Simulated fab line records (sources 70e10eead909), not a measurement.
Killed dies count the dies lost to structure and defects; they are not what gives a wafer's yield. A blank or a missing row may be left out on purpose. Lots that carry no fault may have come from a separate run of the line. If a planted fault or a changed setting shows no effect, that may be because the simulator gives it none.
A lot that was struck, set against a sound lot -- flow nand_harc -- 14 steps out of a route of 1302
Sound: the wafers L267.1, L267.4, L267.5. Wafers L269.1, L269.3, L269.5 were the ones struck. At the end, the cause is stated.
Order at every step that has rows: each side's tool, ch and its chambers, its first start. Under that, the readings that differ: sound wafers -- struck wafers -- difference of the means -- sigmas: that difference in standard deviations of wafers without a fault.
alike: readings with means less than 2 such deviations apart, plus words and numbers identical on both sides. not compared: withheld readings, readings lacking a value on some wafer, bounds such as >300 that could conceal the same value, and numbers that have no deviation in the record and whose values overlap.
A row with sigmas, a row that says differs or no value, or rows on one side alone: a step with any of these is where the two part. Numbers that don't overlap but have no deviation are shown without sigmas and don't part them. A reading missing from all wafers of one side parts the sides only when that side holds two or more wafers.

NHARC_A_CHANNEL_HOLE_D1_CD_MEAS_30:
  struck on cd_sem-03, day 10 11:20; sound on cd_sem-03, day 10 03:05
  alike: cd_nm
NHARC_A_CHANNEL_HOLE_D1_XSEM_31:
  sound on xsem-02 ch 0, day 10 03:10; struck on xsem-02 ch 0, day 10 11:25
reading,sound,struck,difference,sigmas
bow_nm (nm),8.38 8.36 8.39,8.99 8.93 9.01,+0.60,+3
  alike: bot_cd_nm, tilt_deg
NHARC_A_CHANNEL_HOLE_D1_INSPECT_40:
  struck on defect_inspect-02, day 10 11:31; sound on defect_inspect-01, day 10 03:16
  alike: raw_defect_count
then, 2 steps without rows for these wafers: NHARC_A_CHANNEL_FILL_D1_PRECLEAN_00 (cleans in SC1); NHARC_A_CHANNEL_FILL_D1_SRD_01.
NHARC_A_CHANNEL_FILL_D1_ALD_02: deposits SiO2, target thk 6 nm, pulse time 10 s, ald cycles 60.
  sound on ald_hk-01 ch 1,2,3, day 10 03:32; struck on ald_hk-02 ch 0,2,3, day 10 11:51
  alike: heater_power_w, precursor_pulse_height_rel
NHARC_A_CHANNEL_FILL_D1_ALD_03: deposits SiNx, target thk 6 nm, pulse time 60 s, ald cycles 58.
  sound on ald_sin_batch-01 ch 0; struck on ald_sin_batch-03 ch 0
  alike: precursor_pulse_height_rel
NHARC_A_CHANNEL_FILL_D1_ALD_14: deposits SiO2, target thk 2.5 nm, pulse time 10 s, ald cycles 25.
  sound on ald_hk-02 ch 1,2, day 10 10:27; struck on ald_hk-03 ch 0,1,2, day 10 18:43
  alike: heater_power_w, precursor_pulse_height_rel
then, 1 step without rows for these wafers: NHARC_A_CHANNEL_FILL_D1_ALD_15 (deposits SiNx, target thk 2 nm, pulse time 60 s, ald cycles 19).
NHARC_A_CHANNEL_FILL_D1_ALD_16: deposits SiO2, target thk 1.5 nm, pulse time 10 s, ald cycles 15.
  sound on ald_hk-02 ch 1,3, day 10 15:39; struck on ald_hk-02 ch 2,3, day 10 23:53
  alike: heater_power_w, precursor_pulse_height_rel
then, 2 steps without rows for these wafers: NHARC_A_CHANNEL_FILL_D1_ANNEAL_17 (time 1800 s); NHARC_A_CHANNEL_FILL_D1_CVD_18 (deposits poly-Si, target thk 3 nm).
NHARC_A_CHANNEL_FILL_D1_ETCHBACK_19: etches the open film in HBr/Cl2, target depth 5 nm, time 1.7 s.
  sound on rie_si-04 ch 0,3, day 11 04:42; struck on rie_si-01 ch 1,2,3, day 11 12:49
  no value came back on the struck wafers for any of 5 readings (bias_w (W), chamber_pressure_mTorr (mTorr) and others); on the sound wafers bias_w (W) reads 100.44 99.41 100.14
  not compared: rf_hours_counter_h
then, 1 step without rows for these wafers: NHARC_A_CHANNEL_FILL_D1_ETCHBACK_20 (etches the open film in C4F8/O2/Ar, target depth 27 nm, time 13.5 s).

== WHERE THEY PART ==
Last at NHARC_A_CHANNEL_FILL_D1_ETCHBACK_19 as far as this record goes, first at NHARC_A_CHANNEL_HOLE_D1_XSEM_31.

WHY: what the simulator had put in
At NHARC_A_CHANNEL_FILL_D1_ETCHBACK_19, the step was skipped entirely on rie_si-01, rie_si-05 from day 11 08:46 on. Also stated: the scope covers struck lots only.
